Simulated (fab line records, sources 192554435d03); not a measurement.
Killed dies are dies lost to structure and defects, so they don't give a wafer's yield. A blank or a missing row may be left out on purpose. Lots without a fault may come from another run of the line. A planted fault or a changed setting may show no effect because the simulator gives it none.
fab line records | flow n5_finfet
record lots=13 wafers=36 last_day=17
route steps=1938 shown BEOL_M12@1647 PASSIVATION@1936
lots that met no fault: from a run of the same line without faults
start_h: hours from the record's first day to the start of the lot's first wafer shown | wait_h: hours since the lot's step before | " the same as in the row above | L1.1+2: a row that stands for several wafers | - no value, or no start given | * or withheld: withheld | < > ~ a bound
route shown NAME@n: a module of which the file shows steps, and the number in the route of the first | usual: mean/standard deviation of fault-free wafers | same: alike in all rows | chamber/n: place in a boat | sites: the reading at each site | _std_site: their standard deviation | _edge_site: outer sites' mean less inner sites' | radius_mm: how far each site lies from the wafer's centre | mask NAME#n: copy n | behind: the tool/chamber that last shaped the wafer | hold: why the lot was held/for how many hours/how that ended | device: the transistor (n, p or np) that didn't switch | end of line: the same wafers' tests at the end of the route | a step without rows: its recipe alone | killed: dies lost to structure and defects at the first sort, not the wafer's yield | map: a wafer's dies, x killed, . not, _ none there
set.NAME: the setting as run; set.NAME@STEP: as run at that earlier step | model.NAME: the simulator's own value behind a step, which no gauge read
steps of the route over a sample of lots; a table a step, a row a wafer
services: from which hour (start_h, from the record's first day; less than 0 if before it) a tool's chamber was out of use, for how many hours, and why
## steps
# step N5_BEOL_M12_PRE_CLEAN_42
# recipe gas=H2/He time_s=30 temp_c=250
# usual heater_power_w=334/32
# same time_s=30
# columns lot.wafer tool chamber start_h wait_h heater_power_w
L126.1 pvd_sputter-03 - 240.11 0.0 318
L126.2 " - " " 374
L126.3 " - " " 332
L128.1 pvd_sputter-03 - 240.43 0.0 332
L128.4 " - " " 309
L128.6 " - " " 362
L130.1 pvd_sputter-01 - 262.08 0.0 323
L130.3 " - " " 350
L130.4 " - " " 383
L131.2 pvd_sputter-02 - 270.27 0.0 353
L131.3 " - " " 286
L131.6 " - " " 292
L138.1 pvd_sputter-03 - 313.02 0.0 355
L138.5 " - " " 322
L139.5 pvd_sputter-01 - 313.30 0.0 341
L139.6 " - " " 294
L140.1 pvd_sputter-03 - 323.20 0.0 353
L140.3 " - " " 331
L140.5 " - " " 313
L142.1 pvd_sputter-03 - 330.86 0.0 321
L142.5 " - " " 325
L142.6 " - " " 356
L144.1 pvd_sputter-01 - 350.69 0.0 346
L144.3 " - " " 320
L144.4 " - " " 285
L145.2 pvd_sputter-03 - 359.75 0.0 317
L145.4 " - " " 331
L145.5 " - " " 357
L147.3 pvd_sputter-03 - 360.61 0.0 325
L147.4 " - " " 378
L147.6 " - " " 363
L143.1 pvd_sputter-03 - 362.91 0.0 360
L143.5 " - " " 318
L146.2 pvd_sputter-01 - 369.84 0.0 324
L146.4 " - " " 341
L146.6 " - " " 380
# step N5_BEOL_M12_SPUTTER_43
# recipe material=TaN target_thk_a=150 temp_c=50 bias_v=168.6 power_w=15000 chamber_pressure_pa=0.12 time_s=24.19
# usual chamber_pressure_pa=0.11998/0.00024 throttle_valve_pct=30.2/0.91
# same time_s=24.19
# columns lot.wafer tool chamber start_h wait_h chamber_pressure_pa throttle_valve_pct
L126.1 pvd_sputter-03 - 240.15 0.0 0.12022 29.7
L126.2 " - " " 0.12025 30.4
L126.3 " - " " 0.11997 31.8
L128.1 pvd_sputter-03 - 240.47 0.0 0.11956 31.7
L128.4 " - " " 0.11987 29.7
L128.6 " - " " 0.11993 30.3
L130.1 pvd_sputter-01 - 262.12 0.0 0.12002 29.2
L130.3 " - " " 0.1196 30.3
L130.4 " - " " 0.12011 28.7
L131.2 pvd_sputter-02 - 270.35 0.0 0.12014 29.9
L131.3 " - " " 0.12013 29.8
L131.6 " - " " 0.11986 32.4
L138.1 pvd_sputter-03 - 313.06 0.0 0.12016 30.1
L138.5 " - " " 0.11985 29.8
L139.5 pvd_sputter-01 - 313.36 0.0 0.12014 29.9
L139.6 " - " " 0.12017 30.5
L140.1 pvd_sputter-03 - 323.24 0.0 0.12019 30.2
L140.3 " - " " 0.11997 31.9
L140.5 " - " " 0.12018 29.8
L142.1 pvd_sputter-03 - 330.90 0.0 0.12013 29.7
L142.5 " - " " 0.11981 31.8
L142.6 " - " " 0.1196 30.2
L144.1 pvd_sputter-01 - 350.73 0.0 0.1195 29.8
L144.3 " - " " 0.1203 29.5
L144.4 " - " " 0.12002 30.5
L145.2 pvd_sputter-03 - 359.79 0.0 0.12025 29.8
L145.4 " - " " 0.11942 31.6
L145.5 " - " " 0.12067 30.4
L147.3 pvd_sputter-03 - 360.65 0.0 0.12009 31.8
L147.4 " - " " 0.12026 30.3
L147.6 " - " " 0.11948 30.5
L143.1 pvd_sputter-03 - 362.95 0.0 0.11999 30.1
L143.5 " - " " 0.11971 29.9
L146.2 pvd_sputter-01 - 369.88 0.0 0.12013 29.2
L146.4 " - " " 0.12009 30.1
L146.6 " - " " 0.11981 28.5
# step N5_BEOL_M12_CMP_49
# recipe stop_on=SiOC t_overpolish_s=20.6 down_force_psi=1 platen_rpm=50 clearing_platen_down_force_psi=1.5 clearing_platen_rpm=50 post_cmp_clean=cu_alkaline target_thk_nm=320 clearing_platen_pad_velocity_m_s=0.99484 pad_velocity_m_s=0.99484
# usual barrier_field_endpoint_s=30.2/1.1 clearing_platen_down_force_psi=1.4997/0.0028 head_pressure_psi=1.0000/0.0022 motor_current_A=5.8/0.6 overpolish_run_s=20.598/0.0089 platen_rpm=50.00/0.038 retaining_ring_pressure_frac=1.000/0.005
# columns lot.wafer tool chamber start_h wait_h barrier_field_endpoint_s clearing_platen_down_force_psi head_pressure_psi motor_current_A overpolish_run_s platen_rpm retaining_ring_pressure_frac
L126.2 cmp-03 0 241.38 0.2 30.3 1.4946 0.9992 6.0 20.603 50.08 0.993
L126.1 " 1 " " 28.6 1.4971 1.0011 6.7 20.591 49.99 1.003
L126.3 " 3 " " 28.9 1.4964 1.0040 5.0 20.612 50.00 1.005
L128.4 cmp-04 3 241.78 0.1 31.2 1.5009 1.0024 6.4 20.610 49.98 0.998
L128.1 " 1 " " 30.9 1.5054 1.0018 4.9 20.584 50.03 1.004
L128.6 " 3 " " 31.9 1.5004 0.9961 6.1 20.595 50.02 1.006
L130.1 cmp-04 3 263.54 0.4 30.0 1.4976 0.9988 5.9 20.601 49.99 1.005
L130.4 " 0 " " 28.0 1.5031 1.0690 5.3 20.595 50.00 0.996
L130.3 " 1 " " 30.4 1.4956 0.9984 5.2 20.593 49.99 0.995
L131.2 cmp-04 0 271.31 0.2 28.6 1.5040 1.0649 5.8 20.617 50.01 1.005
L131.3 " 3 " " 31.4 1.5031 1.0023 6.2 20.591 50.05 0.995
L131.6 " 1 " " 30.4 1.5015 0.9982 5.3 20.596 49.98 1.002
L138.1 cmp-03 2 313.93 0.4 29.3 1.5001 1.0032 6.2 20.594 50.01 1.002
L138.5 " 0 " " 30.1 1.5054 0.9991 5.8 20.603 50.00 0.994
L139.5 cmp-03 0 314.46 0.3 30.3 1.5026 1.0030 5.8 20.608 49.98 0.995
L139.6 " 1 " " 28.9 1.5004 0.9984 6.4 20.582 49.97 0.991
L140.3 cmp-03 1 324.40 0.2 28.4 1.4986 1.0014 6.4 20.588 50.02 1.006
L140.1 " 2 " " 28.5 1.5019 0.9959 6.0 20.589 49.94 1.004
L140.5 " 1 " " 28.9 1.4968 1.0000 6.6 20.615 49.94 0.995
L142.1 cmp-04 2 331.98 0.3 30.3 1.5018 0.9988 6.6 20.604 50.05 0.998
L142.5 " 1 " " 31.5 1.5011 1.0003 5.1 20.603 50.01 1.007
L142.6 " 2 " " 30.4 1.4969 1.0030 6.8 20.595 50.01 0.997
L144.4 cmp-04 3 351.66 0.2 30.2 1.4953 1.0010 5.7 20.601 50.07 1.004
L144.3 " 0 " " 29.1 1.4971 0.9992 5.0 20.615 50.00 0.996
L144.1 " 1 " " 30.4 1.5026 0.9992 5.2 20.592 49.96 1.001
L145.2 cmp-03 0 360.50 0.2 29.1 1.4979 1.0003 6.3 20.608 50.05 0.999
L145.4 " 2 " " 28.8 1.5026 1.0014 6.0 20.601 50.00 1.005
L145.5 " 1 " " 27.7 1.4980 1.0032 6.2 20.597 49.98 1.000
L147.4 cmp-01 2 361.70 0.1 32.0 1.5004 0.9979 6.1 20.599 49.97 1.004
L147.3 " 1 " " 29.6 1.5005 1.0026 5.5 20.600 50.10 0.998
L147.6 " 3 " " 33.0 1.4982 1.0011 5.7 20.595 50.04 1.003
L143.1 cmp-04 2 363.82 0.4 30.1 1.5016 0.9992 6.9 20.602 50.00 1.005
L143.5 " 1 " " 30.4 1.5002 1.0001 5.2 20.606 49.96 1.003
L146.4 cmp-04 3 370.72 0.2 30.9 1.4946 0.9987 6.2 20.595 49.95 1.004
L146.2 " 0 " " 29.6 1.4972 0.9995 5.2 20.598 49.95 1.009
L146.6 " 1 " " 30.8 1.4959 1.0009 5.1 20.601 50.11 1.002
# step N5_PASSIVATION_PROBE_49
# usual defect_limited_yield=91.5/1.5 killed_at_M0_to_M3=33/9.9 killed_at_M4_up=14/5.2 killed_at_contacts=11/5.2 killed_at_front_end=38/10 killed_at_other=4/3.5 killed_dies=100/18 killed_open=66/14 killed_short=32/6.9 sort_bin_5_function=5.0/1 sort_bin_6_memory=3.1/0.69 sort_n_pass=1080/18 sort_yield_pct=91.5/1.5
# same gross_dies=1180 killed_at_back_side=0 sort_bin_4_leakage[%]=0 sort_bin_8_speed[%]=0
# columns lot.wafer tool chamber start_h wait_h defect_limited_yield[%] killed_at_M0_to_M3 killed_at_M4_up killed_at_contacts killed_at_front_end killed_at_other killed_dies killed_open killed_short sort_bin_5_function[%] sort_bin_6_memory[%] sort_n_pass sort_yield_pct[%]
L130.1 prober-01 - 297.51 0.0 92.7 23 8 14 37 4 86 57 28 4.6 2.5 1094 92.7
L130.3 prober-01 - 297.61 0.1 91.0 36 16 21 32 1 106 72 34 5.8 3.0 1074 91.0
L130.4 prober-01 - 297.66 0.2 92.0 37 11 13 28 5 94 60 34 4.7 2.8 1086 92.0
L131.2 prober-01 - 324.03 0.1 92.4 28 15 13 25 9 90 61 28 4.2 3.1 1090 92.4
L131.3 prober-01 - 324.08 0.1 93.1 14 12 14 30 11 81 49 28 4.9 1.7 1099 93.1
L131.6 prober-01 - 324.23 0.3 92.5 22 14 10 30 12 88 55 27 4.6 2.9 1092 92.5
L139.5 prober-02 - 351.84 0.2 92.9 37 11 4 32 0 84 54 23 3.4 2.6 1096 92.9
L139.6 prober-02 - 351.89 0.3 92.8 34 13 6 28 4 85 58 27 3.6 3.4 1095 92.8
L142.1 prober-01 - 365.22 0.0 92.5 20 11 15 42 1 89 48 40 4.5 2.7 1091 92.5
L142.5 prober-01 - 365.42 0.2 93.1 26 10 7 33 5 81 56 24 3.6 3.0 1099 93.1
L142.6 prober-01 - 365.47 0.3 92.6 21 13 20 28 5 87 59 26 4.2 2.9 1093 92.6
L146.2 prober-01 - 404.13 0.1 90.2 48 12 4 44 8 116 79 31 4.8 4.2 1064 90.2
L146.4 prober-01 - 404.23 0.2 87.2 56 15 11 54 15 151 97 45 7.5 5.0 1029 87.2
L146.6 prober-01 - 404.33 0.3 90.8 45 13 6 41 4 109 66 33 4.8 3.1 1071 90.8
# killed by level:class
L130.1 MOL_CONTACT_COAG:geometric_particle:open=10 FIN_SAQP:geometric_particle:open=9 BEOL_M0_SAQP:geometric_particle:open=7 BEOL_M0_SAQP:geometric_particle:short=7 GATE_CUT:geometric_particle:open=6 STARTING-WAFER:geometric_particle:short=6 BEOL_M2:geometric_particle:open=5 DUMMY_GATE:geometric_particle:open=4
L130.3 MOL_CONTACT_COAG:geometric_particle:open=17 BEOL_M1:geometric_particle:open=10 FIN_SAQP:geometric_particle:short=9 BEOL_M0_SAQP:geometric_particle:short=7 DUMMY_GATE:geometric_particle:open=6 BEOL_M0_SAQP:geometric_particle:open=5 BEOL_M0:geometric_particle:open=5 BEOL_M4:geometric_particle:open=5
L130.4 MOL_CONTACT_COAG:geometric_particle:open=9 BEOL_M0_SAQP:geometric_particle:open=9 BEOL_M2:geometric_particle:open=9 BEOL_M0_SAQP:geometric_particle:short=7 GATE_CUT:geometric_particle:short=6 BEOL_M1:geometric_particle:open=6 FIN_SAQP:geometric_particle:short=4 STI_FIN_REVEAL:geometric_particle:open=4
L131.2 MOL_CONTACT_COAG:geometric_particle:open=11 BEOL_M1:geometric_particle:open=9 STI_FIN_REVEAL:geometric_particle:open=6 MIM_TOP_ETCH:geometric_particle:short=6 BEOL_M0_SAQP:geometric_particle:open=4 BEOL_M2:geometric_particle:open=4 BEOL_M4:geometric_particle:open=4 STARTING-WAFER:geometric_particle:short=4
L131.3 MOL_CONTACT_COAG:geometric_particle:open=11 BEOL_M0_SAQP:geometric_particle:short=6 DUMMY_GATE:geometric_particle:open=5 GATE_CUT:geometric_particle:short=5 BEOL_M4:geometric_particle:open=5 STARTING-WAFER:geometric_particle:open=4 PASSIVATION:area_etch=4 FIN_SAQP:geometric_particle:open=3
L131.6 FIN_SAQP:geometric_particle:open=9 MOL_CONTACT_COAG:geometric_particle:open=9 BEOL_M0_SAQP:geometric_particle:open=7 BEOL_M0_SAQP:geometric_particle:short=4 BEOL_M2:geometric_particle:open=4 BEOL_M4:geometric_particle:open=4 MIM_TOP_ETCH:geometric_particle:open=4 PASSIVATION:area_etch=4
L139.5 BEOL_M1:geometric_particle:open=10 STI_FIN_REVEAL:geometric_particle:open=9 BEOL_M0_SAQP:geometric_particle:short=8 BEOL_M0_SAQP:geometric_particle:open=7 BEOL_M2:geometric_particle:open=7 HKMG_FIN:area_etch=7 BEOL_M4:geometric_particle:open=6 MOL_CONTACT_COAG:geometric_particle:open=4
L139.6 BEOL_M1:geometric_particle:open=10 FIN_SAQP:geometric_particle:short=6 STI_FIN_REVEAL:geometric_particle:open=6 BEOL_M0_SAQP:geometric_particle:short=6 MOL_CONTACT_COAG:geometric_particle:open=5 BEOL_M0_SAQP:geometric_particle:open=5 BEOL_M2:geometric_particle:open=5 BEOL_M4:geometric_particle:open=5
L142.1 MOL_CONTACT_COAG:geometric_particle:open=12 FIN_SAQP:geometric_particle:short=11 STI_FIN_REVEAL:geometric_particle:open=7 GATE_CUT:geometric_particle:short=5 STARTING-WAFER:geometric_particle:open=5 DUMMY_GATE:geometric_particle:open=4 DUMMY_GATE:geometric_particle:short=4 BEOL_M0_SAQP:geometric_particle:open=4
L142.5 FIN_SAQP:geometric_particle:open=9 BEOL_M4:geometric_particle:open=7 BEOL_M2:geometric_particle:short=6 BEOL_M3:geometric_particle:open=6 DUMMY_GATE:geometric_particle:open=5 MOL_CONTACT_COAG:geometric_particle:open=5 BEOL_M0_SAQP:geometric_particle:open=5 STI_FIN_REVEAL:geometric_particle:open=4
L142.6 MOL_CONTACT_COAG:geometric_particle:open=14 BEOL_M1:geometric_particle:open=6 BEOL_M0_SAQP:geometric_particle:short=5 BEOL_M4:geometric_particle:open=5 STARTING-WAFER:geometric_particle:open=5 FIN_SAQP:geometric_particle:open=4 STI_FIN_REVEAL:geometric_particle:open=4 DUMMY_GATE:geometric_particle:open=4
L146.2 BEOL_M0_SAQP:geometric_particle:open=14 BEOL_M0_SAQP:geometric_particle:short=10 BEOL_M3:geometric_particle:open=10 STI_FIN_REVEAL:geometric_particle:open=9 DUMMY_GATE:geometric_particle:open=8 HKMG_FIN:area_etch=6 BEOL_M2:geometric_particle:open=5 FIN_SAQP:geometric_particle:open=4
L146.4 BEOL_M0_SAQP:geometric_particle:short=15 STI_FIN_REVEAL:geometric_particle:open=14 BEOL_M0_SAQP:geometric_particle:open=14 FIN_SAQP:geometric_particle:open=12 BEOL_M3:geometric_particle:open=11 MOL_CONTACT_COAG:geometric_particle:open=10 PASSIVATION:area_etch=9 BEOL_M2:geometric_particle:open=8
L146.6 BEOL_M0_SAQP:geometric_particle:open=16 BEOL_M3:geometric_particle:open=10 BEOL_M0_SAQP:geometric_particle:short=10 BEOL_M4:geometric_particle:open=7 HKMG_FIN:area_etch=7 FIN_SAQP:geometric_particle:open=6 STI_FIN_REVEAL:geometric_particle:open=5 STARTING-WAFER:geometric_particle:short=5
## services
# columns tool chamber start_h hours kind
cmp-01 - 217.90 - consumable_replace:conditioner
cmp-01 - 217.90 - consumable_replace:pad
cmp-04 - 233.19 1.7 repair
cmp-01 - 236.25 10.6 pm
cmp-03 - 246.92 6.7 pm
cmp-01 - 257.26 2.1 repair
cmp-04 - 286.21 1.1 repair
cmp-04 - 292.15 4.0 pm
cmp-04 - 296.15 - consumable_replace:conditioner
cmp-04 - 296.15 - consumable_replace:pad
cmp-03 - 306.63 4.0 pm
cmp-03 - 310.63 - consumable_replace:conditioner
cmp-03 - 310.63 - consumable_replace:pad
cmp-04 - 317.03 4.6 repair
cmp-01 - 339.06 4.9 pm
cmp-03 - 347.65 1.0 repair
cmp-01 - 349.24 1.2 repair
pvd_sputter-02 - 362.16 3.7 repair
cmp-03 - 368.25 3.7 repair
cmp-01 - 370.05 3.5 repair
## key
first_sign step=N5_BEOL_M12_CMP_49 reading=head_pressure_psi direction=up sigmas=31 usual=1.0000 struck=1.0669
effect none on later readings
met_at N5_BEOL_M12_CMP_49
struck_lots L130,L131
struck_wafers L130.4,L131.2
not_acting_at N5_BEOL_M12_PRE_CLEAN_42,N5_BEOL_M12_SPUTTER_43
fault kind=process_parameter_drift tool=cmp-04 chamber=0 onset_h=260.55 steps=N5_BEOL_M12_CMP_49 channel=down_force_psi offset=0.063766 shape=step end_h=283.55 acts_in=these_recipes_only stated=1
